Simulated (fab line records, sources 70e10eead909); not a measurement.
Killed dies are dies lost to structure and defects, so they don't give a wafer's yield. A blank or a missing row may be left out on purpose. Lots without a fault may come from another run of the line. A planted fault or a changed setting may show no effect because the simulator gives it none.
A struck lot beside a sound one | flow nand_harc | 15 steps out of a route of 1302
Sound: wafers L899.3, L899.4, L899.5. Struck: wafers L897.1, L897.3, L897.5. The cause comes at the end.
At each step with rows: each side's tool, then ch and its chambers, then its first start. Under that, the readings that differ: sound wafers | struck wafers | difference of the means | sigmas: that difference in standard deviations of wafers without a fault.
alike: readings whose means differ by less than 2 such deviations, and words and numbers that are the same on both sides. not compared: withheld readings, readings that some wafer has no value for, bounds like >300 that may hide the same value, and numbers for which the record gives no deviation and whose values overlap.
The two part at a step that has a row with sigmas, a row that says differs or no value, or rows on one side only. Numbers that don't overlap but have no deviation are shown without sigmas and don't part them. A reading that every wafer of one side lacks parts them only if that side has two wafers or more.

first, 1 step without rows for these wafers: NHARC_P_ZERO_WELL_HARDBAKE_53 (time 80 s).
NHARC_P_ZERO_WELL_DESCUM_54: chemistry O2, time 3 s.
  sound on rie_diel-07 ch 1,3, day 7 03:47; struck on rie_diel-10 ch 1,2,3, day 6 06:04
  alike: drypump_motor_current_A, oes_product_au, rf_vpp_V, showerhead_plenum_p_Torr, throttle_valve_pct
  not compared: rf_hours_counter_h
then, 5 steps without rows for these wafers: NHARC_P_ZERO_WELL_IMPLANT_55; NHARC_P_ZERO_WELL_IMPLANT_61; NHARC_P_ZERO_WELL_STRIP_56 (strips in SPM, time 840 s); NHARC_P_ZERO_WELL_PRECLEAN_68 (cleans in SC1, time 60 s); NHARC_P_ZERO_WELL_SRD_69.
NHARC_P_ZERO_WELL_RTA_42: time 300 s.
  sound on rtp_anneal-02 ch 0, day 7 04:58; struck on rtp_anneal-02 ch 0, day 6 07:01
  alike: anneal_temp_c_max, lamp_power_pct, wafer_temp_C_max
NHARC_P_ZERO_WELL_INSPECT_43:
  sound on defect_inspect-01, day 7 05:28; struck on defect_inspect-02, day 6 07:41
  alike: raw_defect_count
then, 3 steps without rows for these wafers: NHARC_P_STI_ETCH_26 (etches SiO2 in dHF, target depth 11 nm); NHARC_P_STI_PRECLEAN_27 (cleans in SC1); NHARC_P_STI_SRD_28.
NHARC_P_STI_OXIDE_29: material SiO2, target thk 10 nm, ox time 1362 s.
  sound on furnace-08 ch 0, day 7 08:42; struck on furnace-07 ch 0, day 6 16:09
  alike: spike_tc_lower_C, zone_power_bottom_pct, zone_power_upper_pct
then, 2 steps without rows for these wafers: NHARC_P_STI_HM_DEP_30 (deposits Si3N4, target thk 80 nm, time 873 s); NHARC_END_SORT_01.

WHERE THEY PART
Nowhere in this record.

WHY: what the simulator had put in
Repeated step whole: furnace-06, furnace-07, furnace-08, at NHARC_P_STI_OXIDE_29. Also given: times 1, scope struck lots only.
